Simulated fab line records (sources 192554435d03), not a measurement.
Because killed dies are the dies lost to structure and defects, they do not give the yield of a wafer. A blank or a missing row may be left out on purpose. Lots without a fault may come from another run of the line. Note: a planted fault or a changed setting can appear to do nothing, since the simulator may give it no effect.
fab line records    flow n5_finfet
record: lots: 7  wafers: 39
route steps=1938 shown FIN_SAQP@102 MOL_CONTACT_COAG@559 BEOL_M0_SAQP@636 BEOL_M6@1230
start_h: hours from the record's first day to the start of the lot's first wafer shown    wait_h: how many hours have passed since the lot's step before this one    " repeats the value in the row above    L1.1+2: one row covering several wafers at once    - no value present, or no start provided    * or withheld: withheld    < > ~ a bound
route shown NAME@n: names a module that has steps shown in the file, with the first one's number in the route    usual: mean/standard deviation taken from wafers without a fault    same: alike in all rows    chamber/n: place in a boat    sites: per-site readings    _std_site: standard deviation across them    _edge_site: the outer-site mean with the inner-site mean subtracted    radius_mm: how far each site lies from the wafer's centre    mask NAME#n: copy n    behind: the last tool/chamber to shape the wafer    hold: why the lot went on hold/how many hours it stayed there/how the hold came to an end    device: transistor that didn't switch, given as n, p or np    end of line: the route-end tests of the same wafers    for a step that has no rows: nothing shown but its recipe    killed: at the first sort, the dies lost to defects and structure; wafer yield is something else    map: the dies of a wafer, with x for killed, . for not killed, _ for no die there
set.NAME: the setting the step ran with; set.NAME@STEP: the setting that earlier step ran with    model.NAME: the simulator's own value behind a step, which no gauge read
lots run with intentionally changed settings; tables by step, rows by wafer
== steps ==
step: N5_FIN_SAQP_HM_DEP_72
recipe: material: SiO2  target_thk_a: 120  temp_c: 400  precursor: SiH4/N2O  pressure_torr: 0.75  rf_w: 275  time_s: 7.2
lot.wafer  tool      chamber  start_h  wait_h  set.target_thk_a  model.SiO2_of_FIN_SAQP_HM_DEP_72.thk_nm
L075.1     pecvd-03  0        27.42    0.0     120               11.75
L075.4     "         1        "        "       120               12.1
L075.5     "         1        "        "       120               12.16
L077.1     pecvd-02  0        41.59    0.0     120               11.98
L077.2     "         1        "        "       120               12.05
L077.3     "         2        "        "       120               12.14
L077.4     "         1        "        "       120               12.01
L077.5     "         0        "        "       120               12.03
L077.6     "         2        "        "       120               12.4
L078.1     pecvd-03  1        47.55    0.0     120               11.79
L078.2     "         0        "        "       120               11.68
L078.3     "         0        "        "       120               11.96
L078.4     "         1        "        "       120               12.06
L078.5     "         0        "        "       120               12.08
L078.6     "         1        "        "       120               11.74
L079.1     pecvd-02  1        52.60    0.0     93.21             9.15
L079.2     "         0        "        "       120               11.89
L079.3     "         2        "        "       93.21             9.637
L079.4     "         2        "        "       120               12.51
L079.5     "         0        "        "       120               12.21
L079.6     "         1        "        "       93.21             9.496
L085.1     pecvd-03  0        87.48    0.0     75.62             7.523
L085.2     "         1        "        "       120               11.77
L085.3     "         2        "        "       75.62             7.451
L085.4     "         2        "        "       75.62             7.609
L085.5     "         1        "        "       120               12.1
L085.6     "         0        "        "       120               12.13
L088.1     pecvd-03  1        105.37   0.0     120               11.89
L088.2+6   "         2,1      "        "       120               11.81
L088.3     "         0        "        "       54.44             5.256
L088.4     "         2        "        "       54.44             5.257
L088.5     "         0        "        "       54.44             5.286
L091.1     pecvd-01  2        122.94   0.0     120               11.67
L091.2     "         0        "        "       120               11.79
L091.3     "         1        "        "       120               11.45
L091.4     "         1        "        "       120               11.78
L091.5     "         2        "        "       120               12.06
L091.6     "         0        "        "       120               12.09
step: N5_FIN_SAQP_COAT_49
recipe: resist: SOC  temp_c: 250  time_s: 60  spin_rpm: 1500  resist_thk_nm: 100
step: N5_FIN_SAQP_COAT_50
recipe: resist: SiARC  temp_c: 220  time_s: 60  spin_rpm: 1500  resist_thk_nm: 35
step: N5_FIN_SAQP_ETCH_52
recipe: chemistry: N2/H2  target: SOC  target_depth_a: 1000  overetch_a: 200  mask_material: SiARC  temp_c: 40  time_s: 150  ion_energy_ev: 200  pressure_mtorr: 30  source_w: 840  bias_w: 150  n2_flow_sccm: 200  h2_flow_sccm: 200  ends: end_point
step: N5_FIN_SAQP_STRIP_53
recipe: chemistry: N2/H2  temp_c: 40  n2_flow_sccm: 200  h2_flow_sccm: 200  rf_frequency_hz: 6e+07
step: N5_FIN_SAQP_HM_OPEN_73
recipe: chemistry: CHF3/O2  target: SiO2  stop_on: a-Si  target_depth_a: 120  over_etch_frac: 1.8  mask_material: SOC  time_s: 16.8  pressure_mtorr: 30  source_w: 650  bias_w: 170  Ar_flow_sccm: 200  CHF3_flow_sccm: 50  O2_flow_sccm: 5  ion_energy_ev: 200  ends: end_point
lot.wafer  tool         chamber  start_h  wait_h  set.target_thk_a@FIN_SAQP_HM_DEP_72  model.etch.depth_nm
L075.1     rie_diel-06  1        28.39    0.0     120                                  11.75
L075.4     "            0        "        "       120                                  12.1
L075.5     "            1        "        "       120                                  12.16
L077.1     rie_diel-02  3        42.33    0.0     120                                  11.98
L077.2     "            1        "        "       120                                  12.05
L077.3     "            2        "        "       120                                  12.14
L077.4     "            0        "        "       120                                  12.01
L077.5     "            2        "        "       120                                  12.03
L077.6     "            3        "        "       120                                  12.4
L078.1     rie_diel-05  2        48.32    0.0     120                                  11.79
L078.2     "            1        "        "       120                                  11.68
L078.3     "            0        "        "       120                                  11.96
L078.4     "            1        "        "       120                                  12.06
L078.5     "            0        "        "       120                                  12.08
L078.6     "            2        "        "       120                                  11.74
L079.1     rie_diel-05  0        53.97    0.0     93.21                                9.15
L079.2     "            2        "        "       120                                  11.89
L079.3     "            1        "        "       93.21                                9.637
L079.4     "            1        "        "       120                                  12.51
L079.5     "            2        "        "       120                                  12.21
L079.6     "            0        "        "       93.21                                9.496
L085.1     rie_diel-02  0        88.41    0.0     75.62                                7.523
L085.2     "            2        "        "       120                                  11.77
L085.3     "            3        "        "       75.62                                7.451
L085.4     "            2        "        "       75.62                                7.609
L085.5     "            3        "        "       120                                  12.1
L085.6     "            0        "        "       120                                  12.13
L088.1     rie_diel-05  2        106.01   0.0     120                                  11.89
L088.2+6   "            1,3      "        "       120                                  11.81
L088.3     "            3        "        "       54.44                                5.256
L088.4     "            0        "        "       54.44                                5.257
L088.5     "            2        "        "       54.44                                5.286
L091.1     rie_diel-02  2        123.56   0.0     120                                  11.67
L091.2     "            1        "        "       120                                  11.79
L091.3     "            0        "        "       120                                  11.45
L091.4     "            3        "        "       120                                  11.78
L091.5     "            1        "        "       120                                  12.06
L091.6     "            2        "        "       120                                  12.09
step: N5_MOL_CONTACT_COAG_ALD_27
recipe: material: SiOC  target_thk_a: 170  temp_c: 400  ald_precursor_family: carbosiloxane  ald_co_reactant: H2-plasma  pulse_time_s: 1.5  time_s: 2720  purge_time_s: 2  co_reactant_purge_time_s: 2  ald_cycles: 340  pressure_torr: 2
lot.wafer         tool        chamber      start_h  wait_h  set.ald_cycles  model.SiOC_of_MOL_CONTACT_COAG_ALD_27.thk_nm
L075.1+4+5        ald_sin-01  1,3,1        107.53   0.0     340             17
L077.1+2+3+4+5+6  ald_sin-03  3,1,0,2,3,0  112.97   0.2     340             17
L078.1+3+6        ald_sin-03  1,0,0        119.77   0.0     340             17
L078.2+4+5        "           2,3,3        "        "       340             16.8
L079.1+6          ald_sin-03  3            127.38   0.0     157             7.8
L079.2+3+4        "           0,1,2        "        "       340             17
L079.5            "           0            "        "       157             8
L085.1+2+6        ald_sin-01  1,2,1        163.49   0.0     234             11.8
L085.3+4          "           3,0          "        "       340             17
L085.5            "           0            "        "       340             17.2
L088.1+4          ald_sin-04  1,2          180.79   1.2     475             23.8
L088.2+5+6        "           0,3,0        "        "       340             17
L088.3            "           3            "        "       475             23.6
L091.1+2+3        ald_sin-01  1,0,2        198.01   0.0     340             17
L091.4+5+6        "           3,1,0        "        "       439             22
step: N5_BEOL_M0_SAQP_PECVD_96
recipe: material: a-Si  target_thk_a: 450  temp_c: 350  precursor: SiH4/He  pressure_torr: 3  rf_w: 100  time_s: 45.2
lot.wafer   tool      chamber  start_h  wait_h  set.time_s  model.a-Si_of_BEOL_M0_SAQP_PECVD_96.thk_nm
L075.1      pecvd-01  2        119.12   0.0     45.2        44
L075.4      "         0        "        "       45.2        45.2
L075.5      "         2        "        "       45.2        44.2
L077.1      pecvd-04  1        126.63   0.0     45.2        43.8
L077.2      "         0        "        "       55.39       54.8
L077.3      "         2        "        "       45.2        44.4
L077.4      "         0        "        "       55.39       55.8
L077.5      "         1        "        "       55.39       55.4
L077.6      "         2        "        "       45.2        45
L078.1+2    pecvd-04  0,1      130.63   0.0     45.2        45
L078.3      "         2        "        "       45.2        44.8
L078.4      "         0        "        "       45.2        46
L078.5      "         1        "        "       45.2        45.6
L078.6      "         2        "        "       45.2        45.4
L079.1      pecvd-03  1        137.99   0.0     33.81       33
L079.2      "         2        "        "       33.81       33.6
L079.3      "         0        "        "       45.2        44.8
L079.4      "         1        "        "       33.81       33.8
L079.5      "         0        "        "       45.2        45
L079.6      "         2        "        "       45.2        46
L085.1      pecvd-04  0        175.06   0.0     45.2        45.4
L085.2      "         1        "        "       59.28       59.2
L085.3+6    "         0        "        "       45.2        46
L085.4      "         1        "        "       59.28       59.8
L085.5      "         1        "        "       59.28       59.6
L088.1      pecvd-03  2        192.65   0.0     45.2        44.6
L088.2      "         0        "        "       45.2        44.4
L088.3      "         1        "        "       62.41       61.8
L088.4      "         1        "        "       45.2        45.8
L088.5      "         2        "        "       62.41       63.4
L088.6      "         0        "        "       62.41       63
L091.1      pecvd-04  1        207.97   0.0     45.2        44
L091.2      "         2        "        "       45.2        43.6
L091.3      "         0        "        "       45.2        44.6
L091.4+5+6  "         2,1,0    "        "       45.2        44.8
step: N5_BEOL_M0_SAQP_PECVD_97
recipe: material: SiNx  target_thk_a: 230  temp_c: 350  precursor: SiH4/NH3/N2  pressure_torr: 1.5  rf_w: 300  time_s: 19.9
step: N5_BEOL_M0_SAQP_PECVD_04
recipe: material: a-Si  target_thk_a: 600  temp_c: 350  precursor: SiH4/He  pressure_torr: 3  rf_w: 100  time_s: 60.2
step: N5_BEOL_M0_SAQP_ETCH_101
recipe: chemistry: CH3F/O2  target: SiNx  mask_material: SiO2  target_depth_a: 299  time_s: 42.7  pressure_mtorr: 30  source_w: 395  bias_w: 73  Ar_flow_sccm: 150  CH3F_flow_sccm: 30  O2_flow_sccm: 20  ion_energy_ev: 120
step: N5_BEOL_M0_SAQP_ETCH_102
recipe: chemistry: CF4  target: SiO2  target_depth_a: 40  ion_energy_ev: 350  time_s: 4.4  pressure_mtorr: 10  icp_w: 800  bias_w: 400  cf4_flow_sccm: 80
step: N5_BEOL_M0_SAQP_MANDREL_ETCH_103
recipe: chemistry: HBr/Cl2  target: a-Si  target_depth_a: 450  bt_time_s: 10  stop_on: SiCN  mask_material: SiO2  over_etch_frac: 0.8  time_s: 27  pressure_mtorr: 10  icp_w: 800  bias_w: 75  HBr_flow_sccm: 150  Cl2_flow_sccm: 80  ends: end_point
usual: oes_product_au: 0.685/0.01
lot.wafer  tool       chamber  start_h  wait_h  set.time_s@BEOL_M0_SAQP_PECVD_96  oes_product_au  model.etch.depth_nm
L075.1     rie_si-06  2        121.92   0.0     45.2                              0.680           44.05
L075.4     "          1        "        "       45.2                              0.690           45.24
L075.5     "          1        "        "       45.2                              0.693           44.17
L077.1     rie_si-01  2        129.43   0.0     45.2                              0.677           43.72
L077.2     "          3        "        "       55.39                             0.763           54.86
L077.3     "          0        "        "       45.2                              0.681           44.34
L077.4     "          1        "        "       55.39                             0.772           55.89
L077.5     "          3        "        "       55.39                             0.763           55.44
L077.6     "          2        "        "       45.2                              0.692           44.9
L078.1     rie_si-03  1        133.34   0.0     45.2                              0.682           45.01
L078.2     "          0        "        "       45.2                              0.690           44.96
L078.3     "          2        "        "       45.2                              0.685           44.74
L078.4     "          3        "        "       45.2                              0.703           46
L078.5     "          0        "        "       45.2                              0.687           45.68
L078.6     "          1        "        "       45.2                              0.685           45.41
L079.1     rie_si-01  1        140.57   0.0     33.81                             0.579           32.96
L079.2     "          2        "        "       33.81                             0.589           33.66
L079.3     "          0        "        "       45.2                              0.688           44.71
L079.4     "          3        "        "       33.81                             0.579           33.89
L079.5     "          3        "        "       45.2                              0.678           45
L079.6     "          0        "        "       45.2                              0.685           45.96
L085.1     rie_si-06  2        177.74   0.0     45.2                              0.687           45.48
L085.2     "          0        "        "       59.28                             0.807           59.2
L085.3     "          1        "        "       45.2                              0.704           45.97
L085.4     "          3        "        "       59.28                             0.794           59.74
L085.5     "          2        "        "       59.28                             0.815           59.67
L085.6     "          1        "        "       45.2                              0.698           46
L088.1     rie_si-01  1        195.30   0.0     45.2                              0.682           44.51
L088.2     "          3        "        "       45.2                              0.670           44.45
L088.3     "          2        "        "       62.41                             0.838           61.86
L088.4     "          0        "        "       45.2                              0.690           45.75
L088.5     "          0        "        "       62.41                             0.846           63.34
L088.6     "          1        "        "       62.41                             0.843           63
L091.1     rie_si-01  1        210.34   0.0     45.2                              0.682           44.07
L091.2     "          3        "        "       45.2                              0.667           43.58
L091.3     "          0        "        "       45.2                              0.676           44.56
L091.4     "          2        "        "       45.2                              0.685           44.86
L091.5     "          3        "        "       45.2                              0.681           44.89
L091.6     "          0        "        "       45.2                              0.680           44.76
step: N5_BEOL_M6_DESCUM_33
recipe: chemistry: O2  time_s: 7  source_power_w: 50  bias_power_w: 20  pressure_mtorr: 20  rf_frequency_hz: 2.712e+07  temp_c: 40  resist: CAR-EUV  o2_flow_sccm: 225
lot.wafer         tool         chamber      start_h  wait_h  set.time_s  model.CAR-EUV_of_BEOL_M6_COAT_22.thk_nm
L075.1+4          rie_diel-05  2,3          193.73   0.0     7           26
L075.5            "            2            "        "       7           26.2
L077.1+5+6        rie_diel-05  2,2,3        203.38   0.0     9.771       24.8
L077.2+3+4        "            3,0,1        "        "       7           26.2
L078.1+2+3+4+5+6  rie_diel-06  3,2,0,1,3,2  207.33   0.2     7           26
L079.1            rie_diel-05  2            210.51   0.0     5.572       26.6
L079.2+5          "            1,2          "        "       7           26
L079.3            "            3            "        "       7           26.2
L079.4+6          "            0,1          "        "       5.572       26.8
L085.1+5          rie_diel-02  3,2          249.65   0.2     7           26
L085.2+3+6        "            0,1,1        "        "       5.087       27
L085.4            "            2            "        "       7           26.2
L088.1+3+6        rie_diel-02  1,2,0        282.68   0.3     7           26
L088.2            "            3            "        "       5.718       26.8
L088.4+5          "            0,1          "        "       5.718       26.6
L091.1+2+5        rie_diel-05  2,0,2        284.36   0.1     7           26
L091.3            "            1            "        "       10.79       24
L091.4+6          "            3            "        "       10.79       24.2
== key ==
split: step: N5_FIN_SAQP_HM_DEP_72  setting: target_thk_a  stated: 120  by: wafer
response: step: N5_FIN_SAQP_HM_DEP_72  reading: model.SiO2_of_FIN_SAQP_HM_DEP_72.thk_nm  change: +0.121  per: 1%  r: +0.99
response: step: N5_FIN_SAQP_HM_OPEN_73  reading: model.etch.depth_nm  change: +0.121  per: 1%  r: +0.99
split: step: N5_MOL_CONTACT_COAG_ALD_27  setting: ald_cycles  stated: 340  by: wafer
response: step: N5_MOL_CONTACT_COAG_ALD_27  reading: model.SiOC_of_MOL_CONTACT_COAG_ALD_27.thk_nm  change: +0.17  per: 1%  r: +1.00
split: step: N5_BEOL_M0_SAQP_PECVD_96  setting: time_s  stated: 45.2  by: wafer
response: step: N5_BEOL_M0_SAQP_PECVD_96  reading: model.a-Si_of_BEOL_M0_SAQP_PECVD_96.thk_nm  change: +0.463  per: 1%  r: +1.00
response: step: N5_BEOL_M0_SAQP_MANDREL_ETCH_103  reading: oes_product_au  change: +0.00392  per: 1%  r: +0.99
response: step: N5_BEOL_M0_SAQP_MANDREL_ETCH_103  reading: model.etch.depth_nm  change: +0.463  per: 1%  r: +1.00
split: step: N5_BEOL_M6_DESCUM_33  setting: time_s  stated: 7  by: wafer
response: step: N5_BEOL_M6_DESCUM_33  reading: model.CAR-EUV_of_BEOL_M6_COAT_22.thk_nm  change: -0.0347  per: 1%  r: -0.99
